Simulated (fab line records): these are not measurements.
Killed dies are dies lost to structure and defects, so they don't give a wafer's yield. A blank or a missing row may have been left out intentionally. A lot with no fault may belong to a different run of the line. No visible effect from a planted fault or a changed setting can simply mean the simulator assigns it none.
fab line records	flow n5Finfet
record lots=5	wafers=14	lastDay=16
route steps=1938 shown SDB@357 BEOL_M4@1111 PASSIVATION@1936
lots that met no fault: from a run of the same line without faults
startH: start of the lot's first displayed wafer, in hours after the record's first day	waitH: hours elapsed since this lot's preceding step	" as in the row above	L1.1+2: one row covering several wafers at once	- no value present, or no start provided	* or withheld: withheld	< > ~ a bound
route shown NAME@n: names a module that has steps shown in the file, with the first one's number in the route	usual: mean/standard deviation of fault-free wafers	same: alike in all rows	chamber/n: place in a boat	sites: per-site readings	_std_site: standard deviation across them	_edge_site: the outer-site mean with the inner-site mean subtracted	radiusMm: for every site, how far away it sits from the centre of the wafer	mask NAME#n: copy n	behind: the most recent tool/chamber to have shaped the wafer	hold: the reason the lot was held/the length of the hold in hours/how it ended	device: the n, p or np transistor that did not switch	end of line: the route-end tests of the same wafers	where a step has no rows: the recipe by itself	killed: the dies lost at the first sort to structure and to defects; this is not the yield of the wafer	map: a wafer's dies, marking killed ones x, the rest . and places with no die _
set.NAME: the setting as run; set.NAME@STEP: as run at that earlier step	model.NAME: the simulator's own value behind a step, which no gauge read
lots at selected steps of the route; one table per step, one row per wafer
services: the hour from which a tool's chamber was out of use, counted from the record's first day as startH (under 0 if before that day), plus the number of hours and why
## steps
# step N5_SDB_OVL_MEAS_12
# recipe pointsPerWafer=44
# usual SDB_OVL=1.0/0.85
lot.wafer	tool	chamber	startH	waitH	SDB_OVL[nm]
L373.4	overlay-02	0	66.94	0.0	0.0
L373.5	"	0	"	"	-1.1
L373.6	"	0	"	"	0.5
L379.2	overlay-01	0	105.12	0.0	1.0
L379.3	"	0	"	"	1.9
L379.5	"	0	"	"	0.9
L384.1	overlay-02	0	139.98	0.0	0.6
L384.3	"	0	"	"	1.6
L392.4	overlay-01	0	179.36	0.0	0.5
L392.5	"	0	"	"	0.1
L392.6	"	0	"	"	0.5
L393.1	overlay-01	0	186.43	0.0	2.1
L393.2	"	0	"	"	1.1
L393.3	"	0	"	"	1.9
# step N5_SDB_INSPECT_13
# recipe mode=adi	inspectInstrument=brightfield
# usual rawDefectCount=76/31
lot.wafer	tool	chamber	startH	waitH	rawDefectCount
L373.4	defectInspect-02	-	66.96	0.0	79
L373.5	"	-	"	"	119
L373.6	"	-	"	"	166
L379.2	defectInspect-02	-	105.14	0.0	192
L379.3	"	-	"	"	83
L379.5	"	-	"	"	76
L384.1	defectInspect-02	-	140.00	0.0	80
L384.3	"	-	"	"	96
L392.4	defectInspect-02	-	179.39	0.0	92
L392.5	"	-	"	"	80
L392.6	"	-	"	"	103
L393.1	defectInspect-01	-	186.45	0.0	71
L393.2	"	-	"	"	65
L393.3	"	-	"	"	115
# step N5_SDB_DESCUM_16
# recipe chemistry=O2	timeS=7.9	sourcePowerW=50	biasPowerW=20	pressureMtorr=20	rfFrequencyHz=2.712e+07	tempC=40	resist=CAR-ArF	o2FlowSccm=225
# usual drypumpMotorCurrentA=5.4/0.39	oesProductAu=0.80/0.094	rfVppV=243.2/1.5	showerheadPlenumPTorr=2.09/0.084	throttleValvePct=20.33/0.14
lot.wafer	tool	chamber	startH	waitH	drypumpMotorCurrentA	oesProductAu	rfHoursCounterH	rfVppV	showerheadPlenumPTorr	throttleValvePct
L373.4	rieDiel-04	2	67.33	0.4	4.8	1.00	1	243.2	2.07	20.30
L373.5	"	1	"	"	5.3	0.74	-	243.3	2.16	20.48
L373.6	"	0	"	"	5.9	0.73	-	242.1	1.99	20.42
L379.2	rieDiel-04	2	105.17	0.0	4.8	0.94	15	242.3	2.06	20.31
L379.3	"	3	"	"	5.6	0.72	166	241.1	1.98	20.26
L379.5	"	3	"	"	5.6	0.72	-	241.2	1.98	20.24
L384.1	rieDiel-05	2	140.04	0.0	5.9	0.72	183	244.6	2.18	20.40
L384.3	"	0	"	"	5.0	0.82	67	241.6	2.12	20.02
L392.4	rieDiel-04	2	179.42	0.0	4.8	0.88	42	242.2	2.05	20.38
L392.5	"	2	"	"	4.8	0.88	-	241.8	2.05	20.37
L392.6	"	3	"	"	5.6	0.70	-	242.1	1.97	20.28
L393.1	rieDiel-02	0	186.48	0.0	5.7	0.71	201	241.7	1.99	20.41
L393.2	"	1	"	"	5.0	0.87	34	243.8	2.15	20.24
L393.3	"	3	"	"	5.4	0.90	38	243.9	2.12	20.26
# step N5_SDB_ETCH_17
# recipe chemistry=CF4	target=SiARC	targetDepthA=234	maskMaterial=CAR-ArF	timeS=39	ionEnergyEv=80	pressureMtorr=40	sourceW=545	biasW=36	Ar_flow_sccm=100	cf4FlowSccm=100	ends=cleared
# usual drypumpMotorCurrentA=5.4/0.39	etchRfOnTimeS=39.3/0.6	oesProductAu=0.68/0.078	rfVppV=184.0/1.2	showerheadPlenumPTorr=2.14/0.077	throttleValvePct=15.58/0.2
lot.wafer	tool	chamber	startH	waitH	drypumpMotorCurrentA	etchRfOnTimeS	oesProductAu	rfHoursCounterH	rfVppV	showerheadPlenumPTorr	throttleValvePct
L373.4	rieDiel-04	2	67.36	0.0	4.8	38.4	0.84	1	183.6	2.11	15.37
L373.5	"	1	"	"	5.3	39.4	0.63	-	185.1	2.22	15.78
L373.6	"	0	"	"	5.9	39.4	0.62	-	182.3	2.06	15.73
L379.2	rieDiel-04	2	105.21	0.0	4.8	38.7	0.80	15	184.2	2.10	15.41
L379.3	"	3	"	"	5.6	39.9	0.61	166	182.6	2.05	15.61
L379.5	"	3	"	"	5.6	40.3	0.60	-	181.2	2.05	15.61
L384.1	rieDiel-05	2	140.07	0.0	5.9	39.3	0.62	183	184.4	2.22	15.57
L384.3	"	0	"	"	5.0	39.5	0.69	67	186.5	2.17	15.23
L392.4	rieDiel-04	2	179.45	0.0	4.8	39.1	0.75	42	184.1	2.09	15.46
L392.5	"	2	"	"	4.8	39.1	0.75	-	182.4	2.09	15.46
L392.6	"	3	"	"	5.7	39.9	0.60	-	182.1	2.04	15.67
L393.1	rieDiel-02	0	186.52	0.0	5.7	40.3	0.60	201	183.2	2.04	15.66
L393.2	"	1	"	"	5.0	38.9	0.73	34	183.4	2.19	15.32
L393.3	"	3	"	"	5.4	39.2	0.76	38	185.1	2.19	15.53
# step N5_SDB_ETCH_18
# recipe chemistry=N2/H2	target=SOC	targetDepthA=1000	overetchA=200	maskMaterial=SiARC	tempC=40	timeS=150	ionEnergyEv=200	pressureMtorr=30	sourceW=840	biasW=150	n2FlowSccm=200	h2FlowSccm=200
# usual drypumpMotorCurrentA=5.4/0.39	n2FlowSccm=200.0/0.58	oesProductAu=0.71/0.08	rfVppV=523.8/2.8	showerheadPlenumPTorr=2.54/0.095	throttleValvePct=17.77/0.23
lot.wafer	tool	chamber	startH	waitH	drypumpMotorCurrentA	n2FlowSccm	oesProductAu	rfHoursCounterH	rfVppV	showerheadPlenumPTorr	throttleValvePct
L373.4	rieDiel-04	2	67.40	0.0	4.8	201.1	0.88	2	521.9	2.49	17.52
L373.5	"	1	"	"	5.3	199.7	0.66	-	526.7	2.62	17.89
L373.6	"	0	"	"	5.9	200.3	0.65	-	521.4	2.44	17.94
L379.2	rieDiel-04	2	105.24	0.0	4.8	200.7	0.84	15	522.2	2.48	17.54
L379.3	"	3	"	"	5.6	200.2	0.65	166	520.8	2.43	17.79
L379.5	"	3	"	"	5.7	199.4	0.65	-	520.1	2.43	17.79
L384.1	rieDiel-05	2	140.11	0.0	5.9	200.0	0.65	183	525.7	2.64	17.84
L384.3	"	0	"	"	4.9	199.9	0.73	67	526.5	2.58	17.41
L392.4	rieDiel-04	2	179.49	0.0	4.8	199.5	0.79	42	521.0	2.47	17.58
L392.5	"	2	"	"	4.8	200.4	0.79	-	522.8	2.47	17.58
L392.6	"	3	"	"	5.6	199.3	0.64	-	520.0	2.42	17.84
L393.1	rieDiel-02	0	186.55	0.0	5.7	199.5	0.64	201	520.2	2.44	18.12
L393.2	"	1	"	"	5.0	200.5	0.78	34	524.7	2.59	17.45
L393.3	"	3	"	"	5.4	199.5	0.80	38	525.2	2.57	17.59
# step N5_SDB_STRIP_19
# recipe chemistry=N2/H2	tempC=40	n2FlowSccm=200	h2FlowSccm=200	rfFrequencyHz=6e+07
# step N5_SDB_STRIP_21
# recipe chemistry=CF4	resist=SiARC	powerW=300	biasPowerW=75	pressureMtorr=50	cf4FlowSccm=150	rfFrequencyHz=6e+07
# step N5_SDB_HM_OPEN_20
# recipe chemistry=CH3F/O2	target=SiNx	maskMaterial=SOC	targetDepthA=240	stopOn=poly-Si	overEtchFrac=0.4	ionEnergyEv=120	pressureMtorr=30	sourceW=395	biasW=73	Ar_flow_sccm=150	CH3F_flow_sccm=30	O2_flow_sccm=20
# step N5_SDB_STRIP_22
# recipe chemistry=N2/H2	powerW=1000	tempC=250	h2Frac=0.65	overashFraction=0.3	pressureMtorr=withheld	n2FlowSccm=1750	h2FlowSccm=3250
# usual drypumpMotorCurrentA=5.72/0.27	heaterPowerW=347/30	n2FlowSccm=1751/5.1	oesProductAu=0.716/0.0048	stripTimeToEndpointS=96.6/0.39
lot.wafer	tool	chamber	startH	waitH	drypumpMotorCurrentA	heaterPowerW	n2FlowSccm	oesProductAu	rfHoursCounterH	stripTimeToEndpointS
L373.4	plasmaAsher-01	1	67.68	0.1	5.26	383	1756	0.718	-	96.5
L373.5	"	0	"	"	5.90	363	1748	0.710	-	96.7
L373.6	"	1	"	"	5.25	402	1753	0.714	-	96.5
L379.2	plasmaAsher-01	1	105.48	0.1	5.26	386	1748	0.709	92	97.4
L379.3	"	1	"	"	5.28	377	1744	0.710	-	97.0
L379.5	"	1	"	"	5.25	388	1751	0.716	-	97.3
L384.1	plasmaAsher-02	1	140.35	0.1	5.92	316	1746	0.705	50	96.1
L384.3	"	1	"	"	5.91	315	1745	0.709	-	96.2
L392.4	plasmaAsher-02	1	179.77	0.1	5.93	323	1752	0.720	-	96.7
L392.5	"	0	"	"	5.81	315	1742	0.707	-	96.8
L392.6	"	1	"	"	5.93	304	1749	0.717	-	96.7
L393.1	plasmaAsher-01	1	186.79	0.1	5.28	388	1747	0.724	108	96.9
L393.2	"	0	"	"	5.91	369	1755	0.714	108	96.7
L393.3	"	0	"	"	5.92	360	1746	0.719	-	96.9
# step N5_SDB_PRECLEAN_23
# recipe chemistry=dHF	timeS=30	tempC=25	dilution=withheld
# step N5_SDB_DUMMY_REMOVE_24
# recipe chemistry=TMAH	tempC=70	target=poly-Si	stopOn=SiO2	targetDepthNm=142	concWtPct=5	timeS=57	dry=ipaMarangoni	rinseTimeS=30	rinseTempC=23
# step N5_SDB_ETCH_25
# recipe chemistry=C4F6/O2	target=SiO2	targetDepthA=100	timeS=3.3	ionEnergyEv=250	maskMaterial=SiNx	pressureMtorr=30	sourceW=345	biasW=185	Ar_flow_sccm=300	C4F6_flow_sccm=10	O2_flow_sccm=10
# usual drypumpMotorCurrentA=5.5/0.37	oesProductAu=0.78/0.09	rfVppV=665/9.6	showerheadPlenumPTorr=2.83/0.1	throttleValvePct=21.16/0.2
lot.wafer	tool	chamber	startH	waitH	drypumpMotorCurrentA	oesProductAu	rfHoursCounterH	rfVppV	showerheadPlenumPTorr	throttleValvePct
L373.4	rieDiel-05	1	69.22	1.4	5.5	0.76	148	674	2.75	21.31
L373.5	"	3	"	"	5.7	0.70	-	662	2.70	21.35
L373.6	"	2	"	"	5.9	0.75	-	672	2.96	21.02
L379.2	rieDiel-05	1	105.70	0.0	5.6	0.76	162	675	2.75	21.31
L379.3	"	0	"	"	5.0	0.84	53	663	2.87	20.63
L379.5	"	2	"	"	5.9	0.74	-	670	2.95	21.04
L384.1	rieDiel-02	3	141.09	0.5	5.4	0.94	24	662	2.90	21.02
L384.3	"	0	"	"	5.7	0.72	187	673	2.73	21.24
L392.4	rieDiel-05	2	179.95	0.0	5.9	0.71	197	670	2.94	21.07
L392.5	"	1	"	"	5.5	0.73	-	675	2.73	21.36
L392.6	"	0	"	"	5.0	0.80	-	663	2.85	20.66
L393.1	rieDiel-04	3	187.18	0.2	5.6	0.69	196	683	2.70	21.10
L393.2	"	0	"	"	5.9	0.69	199	659	2.71	21.33
L393.3	"	2	"	"	4.8	0.87	44	675	2.78	21.04
# step N5_SDB_CUT_ETCH_26
# recipe chemistry=HBr/Cl2/O2	target=Si	targetDepthA=1296	btTimeS=20	maskMaterial=SiNx	timeS=51.8	ionEnergyEv=*	biasW=*	pressureMtorr=10	icpW=800	HBr_flow_sccm=150	Cl2_flow_sccm=80	O2_flow_sccm=12
# usual HBr_flow_sccm=149.9/0.41	drypumpMotorCurrentA=5.9/0.39	oesProductAu=1.004/0.016	throttleValvePct=37.3/0.33
lot.wafer	tool	chamber	startH	waitH	HBr_flow_sccm	drypumpMotorCurrentA	oesProductAu	rfHoursCounterH	throttleValvePct	model.SDB.featureDepthNm	model.etch.depthNm	model.SiNx_of_SDB_HM_DEP_00.thkNm
L373.4	rieSi-04	0	69.30	0.1	150.0	5.7	0.980	171	37.3	128.2	128.3	21.8
L373.5	"	1	"	"	149.3	6.1	1.037	-	37.6	133.6	133.7	20.8
L373.6	"	2	"	"	149.4	5.4	1.010	-	36.8	130.8	130.7	21
L379.2	rieSi-04	0	105.78	0.1	149.9	5.6	0.977	172	37.3	126	126	22.4
L379.3	"	2	"	"	148.6	5.4	1.008	93	36.8	129	129	22.8
L379.5	"	1	"	"	149.7	6.1	1.037	-	37.6	131.8	131.8	23
L384.1	rieSi-04	3	141.18	0.1	150.6	6.2	0.995	88	37.4	171.4	171.4	17
L384.3	"	2	"	"	149.7	5.4	1.014	94	36.8	129	129.1	21.4
L392.4	rieSi-01	0	180.08	0.1	149.7	6.0	0.994	-	37.5	130.4	130.5	22.2
L392.5	"	1	"	"	150.2	6.0	0.999	-	37.6	127.2	127.2	22.4
L392.6	"	2	"	"	149.8	5.4	1.018	-	37.1	128.2	128.2	23
L393.1	rieSi-03	1	187.26	0.1	149.3	5.6	1.010	113	37.3	124.8	124.9	22
L393.2	"	2	"	"	149.8	6.4	1.005	21	37.9	132.4	132.3	20.6
L393.3	"	0	"	"	150.0	6.5	0.988	118	36.8	128.8	128.8	21.8
# step N5_SDB_PRECLEAN_38
# recipe chemistry=dHF	timeS=10	dilution=750:1	tempC=25
lot.wafer	tool	chamber	startH	waitH	model.SiNx_of_SDB_HM_DEP_00.thkNm
L373.4	wetBench-06	3	69.42	0.1	21.8
L373.5	"	6	"	"	20.6
L373.6	"	0	"	"	21
L379.2	wetBench-05	4	105.90	0.1	22.2
L379.3	"	7	"	"	22.6
L379.5	"	5	"	"	23
L384.1	wetBench-01	0	141.30	0.1	17
L384.3	"	1	"	"	21.4
L392.4	wetBench-01	5	180.15	0.0	22.2
L392.5	"	2	"	"	22.4
L392.6	"	7	"	"	22.8
L393.1+3	wetBench-05	0,5	187.38	0.1	21.8
L393.2	"	3	"	"	20.6
# step N5_SDB_PRECLEAN_39
# recipe chemistry=O3/DIW	timeS=45	tempC=22	o3Ppm=10
# step N5_BEOL_M4_RC_MEAS_101
# usual DIBL_N=36.9/1.7	DIBL_P=36.7/2.1	IOFF_N=0.17/0.032	IOFF_P=0.22/0.036	ION_N=674/12	ION_P=461/7	SS_N=71.7/0.6	SS_P=73.4/0.67	VT_N=249/3.1	VT_P=-250/3.2
lot.wafer	tool	chamber	startH	waitH	DIBL_N[mV/V]	DIBL_P[mV/V]	IOFF_N[nA/um]	IOFF_P[nA/um]	ION_N[uA/um]	ION_P[uA/um]	SS_N[mV/dec]	SS_P[mV/dec]	VT_N[mV]	VT_P[mV]
L373.4	prober-01	0	169.98	0.5	34.7	33.9	0.12	0.16	660	450	71.9	72.5	257	-253
L373.5	"	0	"	"	36.5	35.9	0.15	0.18	666	452	71.3	73.2	252	-253
L373.6	"	0	"	"	36.2	36.0	0.15	0.19	679	462	71.5	73.2	249	-253
L379.2	prober-01	0	197.12	0.2	39.2	40.7	0.25	0.24	700	465	73.1	74.6	244	-252
L379.3	"	0	"	"	36.3	36.8	0.16	0.19	663	442	71.9	73.2	252	-255
L379.5	"	0	"	"	40.2	41.3	0.27	0.26	700	462	72.8	74.4	243	-250
L384.1	prober-01	0	231.77	0.0	38.4	37.2	0.21	0.25	687	464	72.9	73.5	247	-246
L384.3	"	0	"	"	37.7	35.6	0.18	0.23	672	462	72.1	72.9	251	-247
L392.4	prober-01	0	286.39	0.5	35.7	35.6	0.16	0.24	680	468	71.9	72.9	247	-246
L392.5	"	0	"	"	33.9	33.3	0.12	0.19	660	460	71.3	72.2	254	-249
L392.6	"	0	"	"	37.7	38.0	0.19	0.28	698	472	72.2	73.4	245	-242
L393.1	prober-01	0	288.99	0.0	38.3	39.8	0.19	0.26	674	471	72.0	74.2	247	-246
L393.2	"	0	"	"	36.0	36.7	0.15	0.20	672	459	71.0	73.8	252	-249
L393.3	"	0	"	"	37.9	38.9	0.20	0.24	683	460	72.2	73.7	248	-250
# step N5_PASSIVATION_PROBE_49
# usual defectLimitedYield=91.7/1.5	killed_at_M0_to_M3=32/9.6	killed_at_M4_up=13/5.3	killedAtContacts=12/6.8	killedAtFrontEnd=36/9.8	killedAtOther=4/3.1	killedDies=98/17	killedOpen=65/13	killedShort=32/8.5	sort_bin_4_leakage=0.00/0.007	sort_bin_5_function=4.9/0.93	sort_bin_6_memory=3.2/0.67	sort_bin_8_speed=0.00/0.02	sortNPass=1082/17	sortYieldPct=91.7/1.4
# same grossDies=1180	killedAtBackSide=0
lot.wafer	tool	chamber	startH	waitH	defectLimitedYield[%]	killed_at_M0_to_M3	killed_at_M4_up	killedAtContacts	killedAtFrontEnd	killedAtOther	killedDies	killedOpen	killedShort	sort_bin_4_leakage[%]	sort_bin_5_function[%]	sort_bin_6_memory[%]	sort_bin_8_speed[%]	sortNPass	sortYieldPct[%]
L384.1	prober-02	-	329.85	0.0	92.1	44	17	7	23	2	93	62	31	0	4.9	2.5	0	1087	92.1
L384.3	prober-02	-	329.95	0.1	92.0	42	9	15	28	0	94	63	31	0	4.7	3.1	0	1086	92.0
L393.1	prober-02	-	391.95	0.0	88.4	43	12	33	39	10	137	92	40	0	7.1	4.2	0	1043	88.4
L393.2	prober-02	-	392.00	0.1	91.0	33	6	22	43	2	106	77	29	0	5.3	3.4	0	1074	91.0
L393.3	prober-02	-	392.05	0.1	91.8	36	9	23	27	2	97	62	35	0	4.7	3.4	0	1083	91.8
# killed by level:class
L384.1 BEOL_M0_SAQP:geometricParticle:short=16 BEOL_M0_SAQP:geometricParticle:open=9 BEOL_M3:geometricParticle:open=9 BEOL_M4:geometricParticle:open=7 STI_FIN_REVEAL:geometricParticle:open=6 MOL_CONTACT_COAG:geometricParticle:open=6 FIN_SAQP:geometricParticle:open=5 BEOL_M0:geometricParticle:open=4
L384.3 MOL_CONTACT_COAG:geometricParticle:open=14 BEOL_M0_SAQP:geometricParticle:short=12 BEOL_M0_SAQP:geometricParticle:open=9 STI_FIN_REVEAL:geometricParticle:open=8 BEOL_M4:geometricParticle:open=8 BEOL_M3:geometricParticle:open=7 BEOL_M1:geometricParticle:open=6 BEOL_M3:geometricParticle:short=6
L393.1 MOL_CONTACT_COAG:geometricParticle:open=20 STI_FIN_REVEAL:geometricParticle:open=17 BEOL_M3:geometricParticle:open=12 BEOL_M2:geometricParticle:open=10 MOL_CONTACT_COAG:geometricParticle:short=10 BEOL_M0_SAQP:geometricParticle:short=6 BEOL_M0_SAQP:geometricParticle:open=6 FIN_SAQP:geometricParticle:open=5
L393.2 MOL_CONTACT_COAG:geometricParticle:open=19 STI_FIN_REVEAL:geometricParticle:open=16 FIN_SAQP:geometricParticle:short=9 BEOL_M3:geometricParticle:open=9 BEOL_M2:geometricParticle:open=6 BEOL_M2:geometricParticle:short=5 BEOL_M0_SAQP:geometricParticle:open=5 BEOL_M4:geometricParticle:open=4
L393.3 MOL_CONTACT_COAG:geometricParticle:open=18 BEOL_M1:geometricParticle:open=8 FIN_SAQP:geometricParticle:open=6 GATE_CUT:geometricParticle:short=6 BEOL_M0_SAQP:geometricParticle:short=6 MOL_CONTACT_COAG:geometricParticle:short=5 BEOL_M2:geometricParticle:open=5 BEOL_M3:geometricParticle:open=5
## services
tool	chamber	startH	hours	kind
wetBench-06	-	43.91	0.8	repair
rieDiel-04	2	49.28	-	clean
rieDiel-04	2	49.28	-	consumableReplace:focusRing
rieDiel-04	2	49.28	15.3	scheduledDown
rieDiel-04	2	49.28	15.3	ventCycle
rieDiel-02	-	63.38	14.6	pm
rieSi-01	-	74.99	0.5	repair
wetBench-06	-	75.03	4.4	repair
rieSi-01	-	90.86	0.3	repair
plasmaAsher-02	-	95.13	2.8	pm
wetBench-01	-	95.55	1.5	repair
rieDiel-04	-	99.96	4.3	pm
rieDiel-02	-	110.97	2.8	pm
rieDiel-05	0	113.45	3.9	repair
rieDiel-05	-	116.55	0.5	repair
rieDiel-05	3	117.37	-	clean
rieDiel-05	3	117.37	-	consumableReplace:focusRing
rieDiel-05	3	117.37	-	consumableReplace:showerhead
rieDiel-04	3	144.48	1.3	repair
plasmaAsher-01	-	152.33	4.6	repair
rieDiel-04	1	165.57	6.6	repair
rieDiel-02	1	169.13	2.1	repair
rieSi-03	3	172.25	1.7	repair
rieSi-01	3	175.26	7.5	repair
## key
firstSign none at tools or gauges
modelEffect step=N5_SDB_CUT_ETCH_26	value=SDB.featureDepthNm	without=128.8	struck=171.4
modelEffect step=N5_SDB_PRECLEAN_38	value=SiNx_of_SDB_HM_DEP_00.thkNm	without=22.4	struck=17
metAt N5_SDB_CUT_ETCH_26
struckWafers L384.1
onsetBetween 105.78 141.18
fault kind=processParameterDrift	tool=rieSi-04	chamber=-	onsetH=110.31	steps=N5_SDB_CUT_ETCH_26	channel=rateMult	offset=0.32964	shape=step	endH=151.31	scope=struckWafersOnly
